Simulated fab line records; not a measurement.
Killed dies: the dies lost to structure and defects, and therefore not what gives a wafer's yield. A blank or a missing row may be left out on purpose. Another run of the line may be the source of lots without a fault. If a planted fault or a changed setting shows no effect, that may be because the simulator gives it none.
Which of the tools did it? -- flow nand harc -- Sampling: 13 lots, 39 wafers, 5 of 1159 route steps

WHAT THE GAUGES READ, wafer by wafer
NHARC_THIN_TSV_CD_MEAS_37. Usual: cd nm at 5001.0 nm, with a standard deviation of 2.7.
lot,measured,on,cd nm (nm),flag
L862,day 19 08:22,cd sem-01,5001.7 4997.0 4995.5,
L866,day 19 12:45,cd sem-03,5000.6 5000.9 5003.0,
L865,day 20 09:31,cd sem-02,5001.3 5003.6 5001.9,
L869,day 20 22:50,cd sem-03,4999.3 5002.5 5001.3,
L868,day 20 21:11,cd sem-01,4998.0 5002.7 5000.7,
L867,day 21 04:48,cd sem-01,4997.6 4996.2 5002.0,
L870,day 21 05:59,cd sem-03,5002.0 5000.9 5004.4,
L872,day 21 20:36,cd sem-03,5000.3 5004.3 4998.5,
L875,day 21 19:49,cd sem-03,5001.7 5003.5 4997.5,
L874,day 22 00:05,cd sem-01,4999.0 4995.1 5002.2,
L879,day 23 13:52,cd sem-01,5001.2 5001.3 5005.3,
L881,day 24 11:05,cd sem-01,5002.9 5003.5 5002.8,
L884,day 25 01:05,cd sem-02,5004.2 5001.2 5003.4,

NHARC_END_SORT_01. Usual: killed at array 28, standard deviation 8.6; killed at other 0.7, standard deviation 1.2; killed at periphery 3.1, standard deviation 2.3; killed dies 32, standard deviation 8.7; killed open 3.2, standard deviation 1.7; killed short 2.0, standard deviation 1.5.
lot,measured,on,killed at array,killed at other,killed at periphery,killed dies,killed open,killed short,flag
L879,day 24 02:55,prober-02,103 91 109,0 0 0,2 4 3,105 95 112,1 3 2,0 1 2,OFF
L881,day 24 20:11,prober-01,55 89 55,0 0 0,2 4 2,57 93 57,3 2 3,1 2 1,OFF

WHAT TOOL EACH LOT RAN ON (gives the tool, then ch and the chambers of the sampled wafers, and finally the start)
lot,NHARC_A_CONTACT_ETCH_89,NHARC_A_BONDPAD_DEP_00,NHARC_THIN_TSV_PVD_51
L862,"rie diel-04 ch 1,2,3, day 17 10:14","pecvd-02 ch 0,2, day 18 05:30","pvd sputter-02, day 19 08:22 or earlier"
L866,"rie diel-02 ch 0,1,3, day 17 15:25","pecvd-02 ch 1,2, day 18 11:20","pvd sputter-02, day 19 12:45 or earlier"
L865,"rie diel-04 ch 0,1, day 18 14:05","pecvd-01 ch 0,1, day 19 06:52","pvd sputter-01, day 20 09:31 or earlier"
L869,"rie diel-04 ch 2,3, day 18 19:42","pecvd-02 ch 0,1, day 19 21:55","pvd sputter-02, day 20 22:50 or earlier"
L868,"rie diel-02 ch 0,2,3, day 18 20:11","pecvd-04 ch 0,1,2, day 19 21:23","pvd sputter-03, day 20 21:11 or earlier"
L867,"rie diel-04 ch 0,1, day 19 02:14","pecvd-02 ch 0,1, day 20 03:44","pvd sputter-03, day 21 04:48 or earlier"
L870,"rie diel-08 ch 0,2, day 19 07:56","pecvd-04 ch 0,1, day 20 06:34","pvd sputter-01, day 21 05:59 or earlier"
L872,"rie diel-02 ch 0,1, day 19 20:51","pecvd-02 ch 0,1,2, day 20 19:29","pvd sputter-01, day 21 20:36 or earlier"
L875,"rie diel-02 ch 0,1,3, day 20 01:02","pecvd-02 ch 0,1,2, day 20 22:31","pvd sputter-01, day 21 19:49 or earlier"
L874,"rie diel-02 ch 2,3, day 20 02:41","pecvd-01 ch 0,1, day 20 22:52","pvd sputter-02, day 22 00:05 or earlier"
L879,"rie diel-04 ch 0,2,3, day 21 09:29","pecvd-04 ch 0,1,2, day 22 09:22","pvd sputter-03, day 23 13:52 or earlier"
L881,"rie diel-04 ch 0,1, day 22 14:15","pecvd-04 ch 0,1,2, day 24 11:05 or earlier","pvd sputter-03, day 24 11:05 or earlier"
L884,"rie diel-02 ch 1,2,3, day 23 02:51","pecvd-04 ch 0,1,2, day 25 01:05 or earlier","pvd sputter-01, day 25 01:05 or earlier"
- NHARC_A_CONTACT_ETCH_89: etches the open film in N2/H2, target depth 260 nm, time 475.3 s.
- NHARC_A_BONDPAD_DEP_00: deposits SiCN, target thk 250 nm.
- NHARC_THIN_TSV_PVD_51: deposits Cu, target thk 100 nm.

AS READ BY THE TOOLS THEMSELVES (means over the sampled wafers that have a number; for cases with no such wafer, the mark the record gives instead)
NHARC_A_CONTACT_ETCH_89. Usual: chamber pressure mTorr 30.005 mTorr, standard deviation 0.029; drypump motor current A 5.7 A, standard deviation 0.34; oes product au 1.000 a.u., standard deviation 0.0092; rf vpp V 430.9 V, standard deviation 1.7; showerhead plenum p Torr 2.05 Torr, standard deviation 0.048; throttle valve pct 14.171 %, standard deviation 0.0089.
lot,tool,chamber pressure mTorr (mTorr),drypump motor current A (A),oes product au (a.u.),rf vpp V (V),showerhead plenum p Torr (Torr),throttle valve pct (%),flag
L862,rie diel-04,30.001,5.8,0.996,431.6,2.05,14.160,
L866,rie diel-02,30.030,5.4,1.001,432.1,2.09,14.168,
L865,rie diel-04,30.011,5.6,0.993,430.6,2.06,14.178,
L869,rie diel-04,30.003,6.0,1.006,430.8,2.03,14.173,
L868,rie diel-02,30.007,5.6,0.991,430.0,2.04,14.167,
L867,rie diel-04,29.984,5.6,0.992,430.8,2.06,14.176,
L870,rie diel-08,30.035,5.4,1.015,431.5,2.09,14.170,
L872,rie diel-02,29.998,5.5,1.004,431.8,2.09,14.172,
L875,rie diel-02,29.991,5.4,1.005,431.3,2.08,14.167,
L874,rie diel-02,29.989,5.8,1.004,429.5,2.02,14.173,
L879,rie diel-04,29.980,5.8,1.003,430.1,2.02,14.166,
L881,rie diel-04,30.021,5.6,0.997,431.2,2.06,14.175,
L884,rie diel-02,30.042,5.6,1.005,430.9,2.06,14.162,

NHARC_A_BONDPAD_DEP_00. Usual: heater power outer w 334 W, standard deviation 50; heater power w 584 W, standard deviation 72.
lot,tool,heater power outer w (W),heater power w (W),flag
L862,pecvd-02,309,547,
L866,pecvd-02,340,568,
L865,pecvd-01,334,582,
L869,pecvd-02,252,461,
L868,pecvd-04,355,630,
L867,pecvd-02,313,539,
L870,pecvd-04,343,619,
L872,pecvd-02,336,558,
L875,pecvd-02,347,596,
L874,pecvd-01,351,596,
L879,pecvd-04,335,612,
L881,pecvd-04,343,611,
L884,pecvd-04,335,593,

NHARC_THIN_TSV_PVD_51. Usual: throttle valve pct at 30.5 %, with a standard deviation of 1.3.
lot,tool,throttle valve pct (%),flag
L862,pvd sputter-02,31.3,
L866,pvd sputter-02,31.0,
L865,pvd sputter-01,30.0,
L869,pvd sputter-02,31.9,
L868,pvd sputter-03,30.4,
L867,pvd sputter-03,30.0,
L870,pvd sputter-01,30.1,
L872,pvd sputter-01,28.7,
L875,pvd sputter-01,30.1,
L874,pvd sputter-02,31.6,
L879,pvd sputter-03,30.4,
L881,pvd sputter-03,30.5,
L884,pvd sputter-01,30.6,

THE ANSWER, worked out from the rows above alone
Rule: take the mean of a lot's wafers that have a number; if it is more than 3 standard deviations from the usual mean, the lot is off. Also off: a lot with no number at a reading for which 4 or more lots have one. All remaining lots with rows at the step are treated as sound. First the gauges in route order, then the tools' own readings, where a lot's mean is used as printed above. The first step at which some lot is off is used, and at that step the reading that is off furthest; a lot without a number counts as furthest.
Off, at NHARC_END_SORT_01 on killed at array: L879, L881. Neither off nor sound, because the step has no rows for them: L862, L866, L865, L869, L868, L867, L870, L872, L875, L874, L884.
A tool fits if, at a process step before that reading, it ran every lot that is off, and no sound lot after the first of them. The gauges at NHARC_END_SORT_01 are tried like those tools. With no start given for some of its lots, NHARC_A_BONDPAD_DEP_00 uses the hours and lot order of NHARC_THIN_TSV_CD_MEAS_37. With no start given for some of its lots, NHARC_THIN_TSV_PVD_51 uses the hours and lot order of NHARC_THIN_TSV_CD_MEAS_37. Can't be told from this: 3 tools fit, rie diel-04 at NHARC_A_CONTACT_ETCH_89, pecvd-04 at NHARC_A_BONDPAD_DEP_00, pvd sputter-03 at NHARC_THIN_TSV_PVD_51.

WHAT THE SIMULATOR HAD PUT IN
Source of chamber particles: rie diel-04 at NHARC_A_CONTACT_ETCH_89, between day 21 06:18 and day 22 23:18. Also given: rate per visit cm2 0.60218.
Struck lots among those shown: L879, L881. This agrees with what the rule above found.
